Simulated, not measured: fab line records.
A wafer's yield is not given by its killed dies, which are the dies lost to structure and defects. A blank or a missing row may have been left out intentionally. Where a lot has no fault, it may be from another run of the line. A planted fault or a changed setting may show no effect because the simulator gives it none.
Chamber matching    flow n5 finfet    N5_BEOL_M6_CURE_75 on uv cure-02 has 3 sister chambers
The step cures SiCOH lowk, time 120 s. 6 wafers are shown with their chamber, then 10 later ones without.

## WAFERS PAIRED WITH THEIR CHAMBERS
wafer   chamber  wafer_temp_C_max  lamp power pct (%)
L075.4  2        371.7             52.31
L075.5  2        371.5             52.37
L085.4  0        371.3             52.30
L085.6  0        371.5             52.39
L091.2  1        372.4             52.15
L091.3  1        371.7             52.33

## WAFERS WITHOUT THEIR CHAMBER
wafer   wafer_temp_C_max  lamp power pct (%)
L091.6  372.7             52.35
L092.2  371.5             52.31
L092.3  371.5             52.24
L092.4  371.4             52.32
L095.2  371.9             52.24
L095.3  372.0             52.25
L095.4  371.9             52.37
L097.1  371.8             52.37
L097.4  371.9             52.39
L097.5  371.1             52.35

## THE CHAMBER EACH PASSED THROUGH
wafer   from the rows above           in truth
L091.6  can't be placed: 1 or 2 or 0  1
L092.2  can't be placed: 2 or 0 or 1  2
L092.3  can't be placed: 2 or 0 or 1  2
L092.4  can't be placed: 0 or 2       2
L095.2  can't be placed: 1 or 2 or 0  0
L095.3  can't be placed: 1 or 2       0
L095.4  can't be placed: 2 or 1 or 0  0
L097.1  can't be placed: 2 or 0 or 1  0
L097.4  can't be placed: 2 or 0 or 1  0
L097.5  can't be placed: 0 or 2       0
Correct placement for 0 of the 10. Unplaceable from these rows: 10, with the true chamber sitting among the candidates in 9. Placed wrongly: 0.
How it was worked out, from the rows above alone: a wafer's distance from a chamber is the root of the sum, over the readings, of the square of ((its reading less the chamber's mean) divided by the reading's scatter). The wafer belongs to the nearest chamber; if the next one is less than 2 further off, it can't be placed. For every chamber, the mean is computed from those of its wafers that are shown. The scatter: take each reading less its chamber's mean, square it, sum over the shown wafers, divide by the number of wafers less the number of chambers, and take the root.
